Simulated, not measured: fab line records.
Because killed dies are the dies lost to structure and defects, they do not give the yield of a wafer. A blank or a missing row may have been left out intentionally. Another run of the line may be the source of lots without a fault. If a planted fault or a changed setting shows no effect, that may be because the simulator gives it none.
Split-lot experiment | flow n5 finfet | 7 lots, 21 wafers read, on a route of 1938 steps

THE SPLIT
At N5_PMOS_HMC_CHANNEL_EPI_COAT_03 (resist thk 205 nm), the setting spin rpm was moved away from the recipe's 1500 rpm on 5 of the 21 wafers read, by -5.3% to +10.5%. The other wafers ran this setting at the recipe's value.

The reading comes from the split's own step.

THE READING
CAR-ArF-block_of_PMOS_HMC_CHANNEL_EPI_COAT_03.thk nm (the simulator's own value, which no gauge read), in nm, at N5_PMOS_HMC_CHANNEL_EPI_COAT_03 (resist thk 205 nm). No usual value for it is given in the file. Here, 16 wafers ran the recipe; their average is 204.5 nm with a standard deviation of 0.47 nm.

wafer  | tool, chamber at the split | spin rpm as run, rpm | against the recipe | CAR-ArF-block_of_PMOS_HMC_CHANNEL_EPI_COAT_03.thk nm, nm | against lot-mates on the recipe
L077.1 | litho track-03, 0          | 1500                 | recipe             | 204.1                                                    | -
L077.2 | litho track-03, 0          | 1500                 | recipe             | 203.8                                                    | -
L077.6 | litho track-03, 0          | 1500                 | recipe             | 203.7                                                    | -
L078.1 | litho track-03, 0          | 1658                 | +10.5%             | 194.2                                                    | -10.0
L078.2 | litho track-03, 0          | 1500                 | recipe             | 204                                                      | -
L078.5 | litho track-03, 0          | 1500                 | recipe             | 204.4                                                    | -
L085.1 | litho track-05, 0          | 1500                 | recipe             | 204.4                                                    | -
L085.6 | litho track-05, 0          | 1500                 | recipe             | 204.4                                                    | -
L085.3 | litho track-05, 0          | 1431                 | -4.6%              | 209.7                                                    | +5.3
L086.1 | litho track-04, 0          | 1500                 | recipe             | 205.4                                                    | -
L086.4 | litho track-04, 0          | 1420                 | -5.3%              | 211.3                                                    | +6.1
L086.5 | litho track-04, 0          | 1500                 | recipe             | 205.1                                                    | -
L087.3 | litho track-04, 0          | 1500                 | recipe             | 204.6                                                    | -
L087.5 | litho track-04, 0          | 1500                 | recipe             | 204.8                                                    | -
L087.6 | litho track-04, 0          | 1500                 | recipe             | 204.9                                                    | -
L092.3 | litho track-03, 0          | 1500                 | recipe             | 204.2                                                    | -
L092.4 | litho track-03, 0          | 1500                 | recipe             | 205                                                      | -
L092.5 | litho track-03, 0          | 1500                 | recipe             | 204.5                                                    | -
L095.3 | litho track-05, 0          | 1543                 | +2.9%              | 202.2                                                    | -2.7
L095.5 | litho track-05, 0          | 1543                 | +2.9%              | 202.2                                                    | -2.7
L095.4 | litho track-05, 0          | 1500                 | recipe             | 204.9                                                    | -

THE FIT
A straight line over all 21 wafers: CAR-ArF-block_of_PMOS_HMC_CHANNEL_EPI_COAT_03.thk nm changes by -1.03 nm for each +1% of spin rpm; r = -0.98; the points scatter about the line by 0.56 nm.
The same after taking each lot's own level away (the mean of its wafers on the recipe; 21 wafers): -1.01 nm for each +1%; r = -1.00; scatter 0.3 nm.
The reading moves by 11 nm for the largest change in spin rpm, on that fit.
The lots' own levels span 203.87 to 205.25 nm, that is 3.0 times the standard deviation above.
So the lot-to-lot level changes the slope little: the two slopes agree.
Check: -11.4 nm against its lot-mates is what the line predicts for one of the wafers moved furthest among these (+10.5%) when that wafer is left out of the fit. It came out at -10 nm against them.

THE FILE'S OWN FIT
CAR-ArF-block_of_PMOS_HMC_CHANNEL_EPI_COAT_03.thk nm changes by -1 nm for each +1% of spin rpm, r = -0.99.
